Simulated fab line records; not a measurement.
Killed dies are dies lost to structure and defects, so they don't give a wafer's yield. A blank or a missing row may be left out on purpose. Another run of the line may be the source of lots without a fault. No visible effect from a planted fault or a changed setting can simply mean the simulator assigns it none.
A struck lot beside a sound one	flow nandHarc	38 steps out of a route of 1159
Sound: wafers L926.4, L926.5, L926.6. Wafers L945.1, L945.2, L945.6 were the ones struck. Last of all comes the cause.
For every step that has rows: the tool of each side, followed by ch and its chambers, followed by its first start. Under that, the readings that differ: sound wafers	struck wafers	difference of the means	sigmas: that difference in standard deviations of wafers without a fault.
alike: same words and numbers on both sides, and readings whose means sit less than 2 such deviations apart. not compared: any withheld reading, any reading some wafer has no value for, any bound like >300 that may hide the same value, and any number with overlapping values for which the record gives no deviation.
Wherever a step has rows on one side only, a row that says differs or no value, or a row with sigmas, the two part there. When numbers do not overlap yet have no deviation, they are printed without sigmas and do not part them. Lack of a reading on every wafer of one side parts them only where that side has two or more wafers.

first, 8 steps without rows for these wafers: NHARC_A_CONTACT_COAT_86 (time 75 s); NHARC_A_CONTACT_COAT_87 (time 65 s); NHARC_A_CONTACT_COAT_02 (resist thk 90 nm); NHARC_A_CONTACT_SOFTBAKE_03 (time 55 s); NHARC_A_CONTACT_EBR_04; NHARC_A_CONTACT_EXPOSE_05 (exposes mask A CC); NHARC_A_CONTACT_PEB_06 (peb time 65 s); NHARC_A_CONTACT_DEVELOP_07 (develop time 35 s).
NHARC_A_CONTACT_CD_MEAS_08 targets a cd of 100 nm.
  sound on cdSem-01 ch 0, day 16 15:51; struck on cdSem-02 ch 0, day 21 14:06
  alike: cdNm
NHARC_A_CONTACT_OVL_MEAS_09:
  sound on overlay-02, day 16 15:56; struck on overlay-02, day 21 14:11
  alike: overlayXNm, overlayYNm
NHARC_A_CONTACT_INSPECT_10:
  sound on defectInspect-01, day 16 15:58; struck on defectInspect-02, day 21 14:13
  alike: rawDefectCount
then, 1 step without rows for these wafers: NHARC_A_CONTACT_DESCUM_13 (chemistry O2, time 3 s).
NHARC_A_CONTACT_ETCH_88: etches the open film in CF4, target depth 39 nm, time 65 s.
  sound on rieDiel-05 ch 0,1,3, day 16 16:07; struck on rieDiel-05 ch 0,1,2, day 21 14:23
  alike: drypumpMotorCurrentA, mfcArSccm, oesProductAu, rfVppV, showerheadPlenumPTorr, throttleValvePct
  not compared: rfHoursCounterH
NHARC_A_CONTACT_ETCH_89: etches the open film in N2/H2, target depth 260 nm, time 475.3 s.
  sound: rieDiel-05 ch 0,3; struck: rieDiel-05 ch 0,3
  alike: drypumpMotorCurrentA, mfcArSccm, oesProductAu, rfVppV, showerheadPlenumPTorr, throttleValvePct
  not compared: rfHoursCounterH
then, 4 steps without rows for these wafers: NHARC_A_CONTACT_ETCH_30 (etches the open film in CF4/CHF3, target depth 60.5 nm, time 30.2 s); NHARC_A_CONTACT_ETCH_31 (etches the open film in O2/COS, target depth 2000 nm, time 520 s); NHARC_A_CONTACT_ETCH_134 (etches the open film in C4F8/O2/Ar, time 140 s, target depth 700 nm); NHARC_A_CONTACT_ETCH_135 (etches the open film in C4F8/O2/Ar, time 132 s, target depth 1287 nm).
NHARC_A_CONTACT_ETCH_136: etches the open film in C4F8/O2/Ar, time 132 s, target depth 1287 nm.
  sound on harCapEtch-02 ch 0,1, day 16 17:23; struck on harCapEtch-03 ch 0,1, day 21 15:37
  not compared: rfHoursCounterH
then, 5 steps without rows for these wafers: NHARC_A_CONTACT_ETCH_137 (etches the open film in C4F8/O2/Ar, time 132 s, target depth 1287 nm); NHARC_A_CONTACT_ETCH_138 (etches the open film in C4F8/O2/Ar, time 132 s, target depth 1289 nm); NHARC_A_CONTACT_ETCH_139 (etches the open film in C4F8/O2/Ar, time 137 s, target depth 590 nm); NHARC_A_CONTACT_ETCH_92 (etches the open film in CH3F/O2, target depth 40 nm, time 85.7 s); NHARC_A_CONTACT_ETCH_98 (etches the open film in C4F6/O2, target depth 20 nm, time 10 s).
NHARC_A_CONTACT_CD_MEAS_15:
  sound on cdSem-01, day 16 18:21; struck on cdSem-03, day 21 16:49
  alike: cdNm
then, 4 steps without rows for these wafers: NHARC_A_CONTACT_STRIP_107 (strips in N2/H2); NHARC_A_CONTACT_STRIP_108 (strips in CF4/CHF3); NHARC_A_CONTACT_STRIP_109 (strips in O2/COS); NHARC_A_CONTACT_ETCH_110 (etches the open film in CF4/O2, target depth 50 nm, overetch 5 nm, time 27.5 s).
NHARC_A_CONTACT_STRIP_26: strips in O2.
  sound: rieDiel-11 ch 0,1,2; struck: rieDiel-11 ch 1,3
  alike: drypumpMotorCurrentA, mfcArSccm, oesProductAu, rfVppV, showerheadPlenumPTorr, throttleValvePct
  not compared: rfHoursCounterH
then, 1 step without rows for these wafers: NHARC_A_CONTACT_STRIP_27 (strips in post etch residue remover, time 600 s).
NHARC_A_CONTACT_ALD_18: deposits TiN, target thk 3 nm, pulse time 1 s, ald cycles 150.
  sound on aldMetal-01 ch 2,3, day 16 19:19; struck on aldMetal-03 ch 0,1, day 21 17:47
  alike: heaterPowerOuterW, heaterPowerW, precursorPulseHeightRel
then, 1 step without rows for these wafers: NHARC_A_CONTACT_CVD_19 (deposits W, target thk 300 nm, time 802 s).
NHARC_A_CONTACT_CMP_20: polishes, t overpolish 30 s, target thk 300 nm.
  sound on cmp-01 ch 1,2,3, day 16 20:27; struck on cmp-04 ch 0,1,3, day 21 22:05
  alike: motorCurrentA, overpolishRunS, timeToEndpointS
after that, 1 step had no rows for these wafers: NHARC_A_CONTACT_SRD_22.
NHARC_A_BLC_DEHYDRATE_00: time 120 s.
  sound on lithoTrack-01 ch 0, day 16 20:50; struck on lithoTrack-06 ch 0, day 22 01:47
reading	sound	struck	difference	sigmas
hold	- - -	awaitDispo/3.1h/release awaitDispo/3.1h/release awaitDispo/3.1h/release	no value on the sound wafers	
  alike: resistLineTempC
then, 1 step without rows for these wafers: NHARC_A_BLC_HMDS_01 (time 30 s).
-- jump in the record: it breaks off in module A_BLC and resumes in module END (first step shown: number 1159 of the route), and 3 days separate the struck wafers' starts before and after --
NHARC_END_SORT_01:
  the record has rows for the struck wafers here (prober-02 ch 0, day 24 23:12) and none for the sound ones

== WHERE THEY PART ==
First at NHARC_A_BLC_DEHYDRATE_00; last, within this record, at NHARC_END_SORT_01.

WHY: the cause the simulator had injected
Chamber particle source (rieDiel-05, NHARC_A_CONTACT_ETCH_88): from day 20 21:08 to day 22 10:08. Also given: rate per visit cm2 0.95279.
